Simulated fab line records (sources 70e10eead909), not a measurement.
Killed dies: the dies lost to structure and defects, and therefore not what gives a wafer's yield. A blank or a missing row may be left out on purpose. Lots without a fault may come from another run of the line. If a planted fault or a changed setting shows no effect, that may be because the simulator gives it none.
fab line records -- flow nand-harc
record: lots: 14, wafers: 42, last-day: 33
route steps=1302 shown A_DECK1_JOINT@525 THIN_TSV@1264 END@1302
lots that met no fault: from a run of the same line without faults
start-h: hours from the record's first day to the start of the lot's first wafer shown -- wait-h: time in hours since the lot's previous step -- " identical to the entry in the row above -- L1.1+2: a single row standing in for several wafers -- - no value present, or no start provided -- * or withheld: withheld -- < > ~ a bound
route shown NAME@n: NAME is a module with steps in the file, n the number in the route of the first one -- usual: mean/standard deviation taken from wafers without a fault -- same: alike in all rows -- chamber/n: place in a boat -- sites: readings site by site -- _std_site: standard deviation of those values -- _edge_site: the outer-site mean with the inner-site mean subtracted -- radius-mm: how far each site lies from the wafer's centre -- mask NAME#n: copy n -- behind: the most recent tool/chamber to have shaped the wafer -- hold: cause of the lot's hold/its duration in hours/its outcome -- device: whichever transistor did not switch (one of n, p or np) -- end of line: tests run on the same wafers once the route is complete -- a step given without rows: its recipe and nothing more -- killed: not the wafer's yield, but the dies lost to structure and defects at the first sort -- map: shows each die of a wafer: x if killed, . if not, _ if none is there
set.NAME: the setting as run; set.NAME@STEP: as run at that earlier step -- model.NAME: the simulator's own value behind a step, which no gauge read
one table for each step of the route and one row for each wafer, over a sample of lots
services: the hour from which a tool's chamber was out of use, counted from the record's first day as start-h (under 0 if before that day), plus the number of hours and why
== steps ==
step: NHARC_A_DECK1_JOINT_ETCH_11
recipe: target-depth-a: 350, chemistry: dHF, material: SiO2
lot.wafer,tool,chamber,start-h,wait-h
L252.4+2+5,wet-bench-06,"4,5,0",243.52,0.0
L253.4+5+3,wet-bench-04,"0,1,2",260.26,0.1
L256.3+1+4,wet-bench-06,"7,2,4",287.14,0.0
L257.5+6+3,wet-bench-06,"4,7,0",303.05,0.0
L259.3+4+5,wet-bench-06,"5,0,1",322.48,0.0
L260.2+6+4,wet-bench-04,"1,2,3",322.50,0.0
L261.6+4+2,wet-bench-06,"0,2,4",343.86,0.0
L262.4+6+5,wet-bench-04,"7,0,2",343.86,0.0
L268.6+3+2,wet-bench-06,"1,2,5",412.67,0.0
L269.6+3+1,wet-bench-04,"5,6,7",412.73,0.1
L270.5+3+4,wet-bench-06,"3,4,5",431.81,0.0
L271.2+1+5,wet-bench-04,"7,2,4",444.81,0.0
L272.2+3+5,wet-bench-07,"4,5,7",451.99,0.0
L274.3+4+6,wet-bench-07,"1,2,4",477.80,0.0
step: NHARC_THIN_TSV_CD_MEAS_16
usual: cd-nm: 1001.8/1.7
lot.wafer,tool,chamber,start-h,wait-h,cd-nm
L253.3,cd-sem-03,-,563.27,0.1,1004.2
L253.4,cd-sem-03,-,563.27,0.1,1001.5
L253.5,cd-sem-03,-,563.27,0.1,1002.0
L252.2,cd-sem-01,-,567.87,0.1,998.3
L252.4,cd-sem-01,-,567.87,0.1,997.6
L252.5,cd-sem-01,-,567.87,0.1,1000.6
L256.1,cd-sem-02,-,586.32,0.1,1000.6
L256.3,cd-sem-02,-,586.32,0.1,1000.3
L256.4,cd-sem-02,-,586.32,0.1,999.7
L257.3,cd-sem-03,-,605.14,0.1,1001.9
L257.5,cd-sem-03,-,605.14,0.1,1003.1
L257.6,cd-sem-03,-,605.14,0.1,1003.0
L260.2,cd-sem-01,-,620.95,0.1,1002.6
L260.4,cd-sem-01,-,620.95,0.1,1002.2
L260.6,cd-sem-01,-,620.95,0.1,1002.0
L259.3,cd-sem-01,-,622.14,0.1,1003.4
L259.4,cd-sem-01,-,622.14,0.1,1003.2
L259.5,cd-sem-01,-,622.14,0.1,1000.6
L261.2,cd-sem-02,-,644.60,0.1,1000.6
L261.4,cd-sem-02,-,644.60,0.1,997.8
L261.6,cd-sem-02,-,644.60,0.1,999.5
L262.4,cd-sem-03,-,645.78,0.1,1001.2
L262.5,cd-sem-03,-,645.78,0.1,1004.6
L262.6,cd-sem-03,-,645.78,0.1,999.5
L268.2,cd-sem-03,-,701.46,0.1,1001.3
L268.3,cd-sem-03,-,701.46,0.1,1006.8
L268.6,cd-sem-03,-,701.46,0.1,1001.7
L269.1,cd-sem-02,-,707.39,0.1,998.8
L269.3,cd-sem-02,-,707.39,0.1,1002.6
L269.6,cd-sem-02,-,707.39,0.1,1001.7
L270.3,cd-sem-03,-,734.97,0.1,1001.3
L270.4,cd-sem-03,-,734.97,0.1,1000.1
L270.5,cd-sem-03,-,734.97,0.1,1002.9
L271.1,cd-sem-03,-,747.40,0.1,1001.4
L271.2,cd-sem-03,-,747.40,0.1,1001.0
L271.5,cd-sem-03,-,747.40,0.1,1000.2
L272.2,cd-sem-01,-,756.59,0.1,1001.2
L272.3,cd-sem-01,-,756.59,0.1,999.5
L272.5,cd-sem-01,-,756.59,0.1,1001.3
L274.3,cd-sem-01,-,781.05,0.1,1001.6
L274.4,cd-sem-01,-,781.05,0.1,1002.1
L274.6,cd-sem-01,-,781.05,0.1,1002.3
step: NHARC_THIN_TSV_ETCHBACK_48
recipe: target-depth-a: 10285, over-etch-frac: 0.3, time-s: 405.17, ion-energy-ev: 250, c4f8-flow-sccm: withheld, ar-flow-sccm: withheld, rf-w: 600, bias-w: 300, chemistry: C4F8/Ar
usual: oes-product-au: 0.95/0.03, rf-vpp-V: 545.1/2.6
lot.wafer,tool,chamber,start-h,wait-h,oes-product-au,rf-hours-counter-h,rf-vpp-V
L253.3,rie-diel-05,0,564.54,-,0.93,11,545.3
L253.4,rie-diel-05,1,564.54,-,0.95,11,545.0
L253.5,rie-diel-05,0,564.54,-,0.92,-,544.6
L252.4,rie-diel-05,1,569.15,-,0.95,11,544.0
L252.2,rie-diel-05,2,569.15,-,0.94,11,541.9
L252.5,rie-diel-05,1,569.15,-,0.95,-,543.9
L256.1,rie-diel-10,0,587.60,-,0.92,9,542.2
L256.4,rie-diel-10,1,587.60,-,0.93,10,551.0
L256.3,rie-diel-10,2,587.60,-,0.94,10,544.8
L257.3,rie-diel-10,2,606.51,-,1.01,0,545.3
L257.5,rie-diel-10,3,606.51,-,0.99,-,546.5
L257.6,rie-diel-10,0,606.51,-,1.00,-,543.5
L260.2,rie-diel-10,0,622.23,-,0.98,1,541.3
L260.4,rie-diel-10,0,622.23,-,0.97,-,544.4
L260.6,rie-diel-10,1,622.23,-,0.99,-,552.8
L259.3,rie-diel-03,2,623.55,-,0.93,8,542.0
L259.4,rie-diel-03,3,623.55,-,0.92,6,547.1
L259.5,rie-diel-03,1,623.55,-,0.94,-,546.0
L261.4,rie-diel-05,1,646.10,-,0.94,4,545.3
L261.2,rie-diel-05,2,646.10,-,0.93,4,540.9
L261.6,rie-diel-05,0,646.10,-,0.94,-,545.1
L262.4,rie-diel-05,1,647.06,-,0.94,4,544.1
L262.6,rie-diel-05,1,647.06,-,0.94,-,543.8
L262.5,rie-diel-05,2,647.06,-,0.93,-,542.4
L268.2,rie-diel-05,2,703.05,-,0.93,7,543.9
L268.3,rie-diel-05,3,703.05,-,0.93,7,545.7
L268.6,rie-diel-05,1,703.05,-,0.93,-,544.2
L269.1,rie-diel-05,1,708.71,-,1.00,7,544.1
L269.3,rie-diel-05,3,708.71,-,1.00,8,545.4
L269.6,rie-diel-05,0,708.71,-,1.00,-,544.7
L270.4,rie-diel-10,0,736.32,-,0.93,7,543.1
L270.3,rie-diel-10,1,736.32,-,0.92,7,552.9
L270.5,rie-diel-10,2,736.32,-,0.93,-,545.4
L271.2,rie-diel-05,2,748.66,-,0.93,9,543.9
L271.1,rie-diel-05,1,748.66,-,0.93,10,543.3
L271.5,rie-diel-05,2,748.66,-,0.93,-,541.2
L272.3,rie-diel-05,2,757.86,-,0.93,10,543.2
L272.2,rie-diel-05,1,757.86,-,0.93,11,544.3
L272.5,rie-diel-05,2,757.86,-,0.93,-,542.0
L274.3,rie-diel-03,0,782.46,0.3,0.92,7,545.5
L274.4,rie-diel-03,1,782.46,0.3,0.92,8,543.8
L274.6,rie-diel-03,0,782.46,0.3,0.93,-,545.0
step: NHARC_THIN_TSV_STRIP_56
recipe: power-w: 1500, temp-c: 250, chemistry: O2
usual: drypump-motor-current-A: 5.8/0.34, heater-power-w: 355/27
lot.wafer,tool,chamber,start-h,wait-h,drypump-motor-current-A,heater-power-w,rf-hours-counter-h
L253.3,plasma-asher-01,0,568.82,0.2,6.1,337,-
L253.4,plasma-asher-01,1,568.82,0.2,5.9,386,-
L253.5,plasma-asher-01,0,568.82,0.2,6.1,338,-
L252.2,plasma-asher-02,1,573.67,0.1,5.3,321,28
L252.4,plasma-asher-02,1,573.67,0.1,5.3,318,-
L252.5,plasma-asher-02,0,573.67,0.1,5.5,353,-
L256.1,plasma-asher-02,1,592.15,0.1,5.3,316,31
L256.4,plasma-asher-02,1,592.15,0.1,5.3,315,-
L256.3,plasma-asher-02,0,592.15,0.1,5.5,346,-
L257.3,plasma-asher-01,1,610.82,0.2,5.9,396,-
L257.5,plasma-asher-01,1,610.82,0.2,5.9,382,-
L257.6,plasma-asher-01,0,610.82,0.2,6.2,345,-
L260.2,plasma-asher-01,0,626.93,0.2,6.2,337,20
L260.4,plasma-asher-01,0,626.93,0.2,6.2,340,-
L260.6,plasma-asher-01,0,626.93,0.2,6.2,350,-
L259.4,plasma-asher-01,1,627.93,0.2,5.9,394,-
L259.3,plasma-asher-01,0,627.93,0.2,6.2,345,-
L259.5,plasma-asher-01,0,627.93,0.2,6.2,348,-
L261.2,plasma-asher-01,1,650.34,0.1,5.9,389,25
L261.4,plasma-asher-01,0,650.34,0.1,6.2,346,-
L261.6,plasma-asher-01,0,650.34,0.1,6.2,346,-
L262.4,plasma-asher-01,0,651.44,0.2,6.1,352,-
L262.5,plasma-asher-01,0,651.44,0.2,6.2,347,-
L262.6,plasma-asher-01,1,651.44,0.2,5.9,381,-
L268.2,plasma-asher-01,1,707.35,0.1,5.9,403,1
L268.3,plasma-asher-01,0,707.35,0.1,6.2,359,-
L268.6,plasma-asher-01,0,707.35,0.1,6.2,358,-
L269.1,plasma-asher-01,1,713.04,0.1,5.9,390,2
L269.3,plasma-asher-01,0,713.04,0.1,6.1,357,-
L269.6,plasma-asher-01,1,713.04,0.1,5.9,405,-
L270.4,plasma-asher-01,0,740.81,0.2,6.2,363,-
L270.3,plasma-asher-01,1,740.81,0.2,5.9,399,-
L270.5,plasma-asher-01,1,740.81,0.2,5.9,402,-
L271.1,plasma-asher-02,1,752.86,0.1,5.3,327,30
L271.2,plasma-asher-02,0,752.86,0.1,5.5,340,30
L271.5,plasma-asher-02,0,752.86,0.1,5.5,349,-
L272.2,plasma-asher-01,0,762.42,0.1,6.2,358,13
L272.3,plasma-asher-01,0,762.42,0.1,6.2,348,-
L272.5,plasma-asher-01,0,762.42,0.1,6.2,366,-
L274.3,plasma-asher-02,1,786.73,0.2,5.3,324,-
L274.4,plasma-asher-02,0,786.73,0.2,5.5,332,-
L274.6,plasma-asher-02,1,786.73,0.2,5.3,325,-
step: NHARC_END_SORT_01
recipe: temp-c: 25
usual: killed-at-array: 57/19, killed-at-other: 0.9/1.1, killed-at-periphery: 4.0/2.6, killed-dies: 62/19, killed-open: 3.3/1.8, killed-short: 2.4/1.7
same: gross-dies: 677
lot.wafer,tool,chamber,start-h,wait-h,killed-at-array,killed-at-other,killed-at-periphery,killed-dies,killed-open,killed-short
L260.2,prober-02,0,636.03,2.8,69,3,5,77,0,5
L260.6,prober-02,0,639.25,4.0,69,2,3,74,4,6
L268.2,prober-02,0,719.44,2.8,87,0,4,91,4,1
L268.3,prober-02,0,720.25,3.1,130,0,7,137,0,3
L268.6,prober-02,0,722.68,4.1,173,0,3,176,1,3
L270.3,prober-01,0,752.07,3.1,166,1,4,171,2,4
L270.4,prober-01,0,752.86,3.4,121,0,3,124,3,2
L270.5,prober-01,0,753.65,3.7,122,2,6,130,4,2
killed by level:class
L260.2 A_CHANNEL_HOLE_D1:chamber-film-flake=33 A_SLIT:chamber-film-flake=14 A_CHANNEL_HOLE_D2:chamber-film-flake=11 A_ZERO_WELL:chamber-film-flake=3 THIN_TSV:chamber-film-flake=3 A_CHANNEL_FILL_D2:geometric-particle:short=2 P_ZERO_WELL:chamber-film-flake=2 A_DECK1_JOINT:chamber-film-flake=2
L260.6 A_CHANNEL_HOLE_D1:chamber-film-flake=33 A_SLIT:chamber-film-flake=18 A_CHANNEL_HOLE_D2:chamber-film-flake=7 A_ZERO_WELL:chamber-film-flake=2 A_CONTACT:chamber-film-flake=2 P_GATE:geometric-particle:short=1 P_M0:geometric-particle:short=1 A_ONON_D1:geometric-particle:open=1
L268.2 A_DECK1_JOINT:unspecified=37 A_CHANNEL_HOLE_D1:chamber-film-flake=26 A_CHANNEL_HOLE_D2:chamber-film-flake=10 A_DECK1_JOINT:chamber-film-flake=4 A_STAIRCASE:chamber-film-flake=3 P_M2:chamber-film-flake=2 P_CONTACT:geometric-particle:open=1 P_M0:geometric-particle:open=1
L268.3 A_DECK1_JOINT:unspecified=75 A_CHANNEL_HOLE_D1:chamber-film-flake=32 A_CHANNEL_HOLE_D2:chamber-film-flake=15 P_ZERO_WELL:chamber-film-flake=4 P_M2:chamber-film-flake=2 A_M1:chamber-film-flake=2 A_STAIRCASE:chamber-film-flake=2 P_CONTACT:geometric-particle:short=1
L268.6 A_DECK1_JOINT:unspecified=99 A_CHANNEL_HOLE_D1:chamber-film-flake=29 A_CHANNEL_HOLE_D2:chamber-film-flake=27 A_SLIT:chamber-film-flake=4 A_STAIRCASE:chamber-film-flake=3 A_CONTACT:chamber-film-flake=3 A_M1:chamber-film-flake=3 P_STI:geometric-particle:short=1
L270.3 A_DECK1_JOINT:unspecified=72 A_CHANNEL_HOLE_D1:chamber-film-flake=32 A_SLIT:chamber-film-flake=26 A_CHANNEL_HOLE_D2:chamber-film-flake=10 A_CONTACT:chamber-film-flake=4 A_WL_FILL:chamber-film-flake=4 A_DECK1_JOINT:chamber-film-flake=4 A_SGD_CUT:chamber-film-flake=4
L270.4 A_DECK1_JOINT:unspecified=36 A_CHANNEL_HOLE_D2:chamber-film-flake=30 A_CHANNEL_HOLE_D1:chamber-film-flake=26 A_SLIT:chamber-film-flake=16 A_CONTACT:chamber-film-flake=5 A_WL_FILL:chamber-film-flake=3 P_M0:geometric-particle:open=1 A_ONON_D1:geometric-particle:short=1
L270.5 A_DECK1_JOINT:unspecified=52 A_CHANNEL_HOLE_D1:chamber-film-flake=27 A_SLIT:chamber-film-flake=13 A_CHANNEL_HOLE_D2:chamber-film-flake=8 A_CONTACT:chamber-film-flake=7 P_BONDPAD:chamber-film-flake=4 A_STAIRCASE:chamber-film-flake=3 A_WL_FILL:chamber-film-flake=3
== services ==
tool,chamber,start-h,hours,kind
wet-bench-04,-,227.20,8.0,pm
rie-diel-05,-,229.60,9.0,pm
rie-diel-05,0,308.75,11.0,repair
rie-diel-05,1,322.31,14.9,repair
plasma-asher-01,-,342.24,9.0,pm
wet-bench-06,-,361.41,6.6,repair
wet-bench-06,-,369.60,8.0,pm
rie-diel-05,3,375.95,15.3,repair
plasma-asher-01,-,392.90,1.3,repair
wet-bench-04,-,403.20,8.0,pm
rie-diel-05,-,406.60,9.0,pm
rie-diel-05,2,463.58,4.9,repair
rie-diel-05,0,511.53,4.4,repair
rie-diel-05,3,516.60,3.3,repair
plasma-asher-01,-,519.24,9.0,pm
wet-bench-06,-,545.60,8.0,pm
wet-bench-04,-,579.20,8.0,pm
rie-diel-05,-,583.60,9.0,pm
plasma-asher-01,-,696.24,9.0,pm
rie-diel-05,-,697.62,1.1,repair
wet-bench-06,-,721.60,8.0,pm
wet-bench-04,-,733.70,2.5,repair
rie-diel-05,-,760.60,9.0,pm
plasma-asher-01,-,763.82,0.7,repair
== key ==
first-sign: step: NHARC_END_SORT_01, reading: killed-dies, direction: up, sigmas: 4.1, usual: 62, struck: 138, wafers-moved: 5
effect: step: NHARC_END_SORT_01, reading: killed-at-array, direction: up, sigmas: 4.1, usual: 57, struck: 133, wafers-moved: 5
more-kills-born-at: NHARC_A_DECK1_JOINT_ETCH_11@wet-bench-06: 371
met-at NHARC_A_DECK1_JOINT_ETCH_11
struck-lots L268,L270
tester-left-out L268,L270
not-acting-at NHARC_THIN_TSV_CD_MEAS_16,NHARC_THIN_TSV_ETCHBACK_48,NHARC_THIN_TSV_STRIP_56
onset-between 343.86 412.67
fault: kind: chamber-particle-source, tool: wet-bench-06, chamber: -, onset-h: 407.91, steps: NHARC_A_DECK1_JOINT_ETCH_11, rate-per-visit-cm2: 1.2953, end-h: 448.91
tester-left-out: of these lots the tester's yield and bins aren't shown, on N5 and GAA mostly nor the transistor test; their killed dies are dies lost to structure and defects alone, not to doping, threshold or leakage, so they don't give the yield
